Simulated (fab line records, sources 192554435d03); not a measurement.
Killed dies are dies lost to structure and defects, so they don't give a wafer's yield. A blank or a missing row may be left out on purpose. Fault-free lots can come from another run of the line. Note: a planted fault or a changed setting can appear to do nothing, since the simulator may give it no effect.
Matching of chambers + flow n5_finfet + N5_PASSIVATION_PECVD_00 on pecvd-03 has 3 sister chambers
The step deposits SiO2 from SiH4/N2O, target thk 200 nm, time 11.2 s. 6 wafers are shown with their chamber, then 9 later ones without.

WAFERS, EACH WITH ITS CHAMBER
| wafer  | chamber | throttle_valve_pct (%) | rf_fwd_power_W (W) |
|--------|---------|------------------------|--------------------|
| L079.4 | 1       | 51.6                   | 605.4              |
| L084.1 | 1       | 51.7                   | 603.8              |
| L088.2 | 0       | 49.9                   | 601.2              |
| L087.1 | 2       | 44.6                   | 596.8              |
| L087.3 | 0       | 50.0                   | 599.7              |
| L087.5 | 2       | 44.3                   | 596.2              |

WAFERS WITHOUT THEIR CHAMBER
| wafer  | throttle_valve_pct (%) | rf_fwd_power_W (W) |
|--------|------------------------|--------------------|
| L093.1 | 52.0                   | 601.0              |
| L093.4 | 50.1                   | 602.3              |
| L093.5 | 44.6                   | 596.2              |
| L097.1 | 44.6                   | 601.3              |
| L097.2 | 50.0                   | 596.9              |
| L097.5 | 49.7                   | 598.0              |
| L096.4 | 49.8                   | 600.9              |
| L096.5 | 47.4                   | 604.1              |
| L096.6 | 44.9                   | 601.8              |

THE CHAMBER EACH PASSED THROUGH
| wafer  | from the rows above | in truth                   |
|--------|---------------------|----------------------------|
| L093.1 | 1                   | 1                          |
| L093.4 | 0                   | 0                          |
| L093.5 | 2                   | 2                          |
| L097.1 | 2                   | 2                          |
| L097.2 | 0                   | 0                          |
| L097.5 | 0                   | 0                          |
| L096.4 | 0                   | 0                          |
| L096.5 | 0                   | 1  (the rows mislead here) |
| L096.6 | 2                   | 2                          |
8 of 9 placed correctly. Number that these rows cannot place: 0. 1 placed wrongly.
How it was worked out, from the rows above alone: a wafer's distance from a chamber is the root of the sum, over the readings, of the square of ((its reading less the chamber's mean) divided by the reading's scatter). The wafer belongs to the nearest chamber; if the next one is less than 2 further off, it can't be placed. A chamber's mean is the mean of its shown wafers. The scatter is the square root of a quotient: the sum, over the shown wafers, of each reading's squared deviation from its chamber's mean, divided by wafers minus chambers.
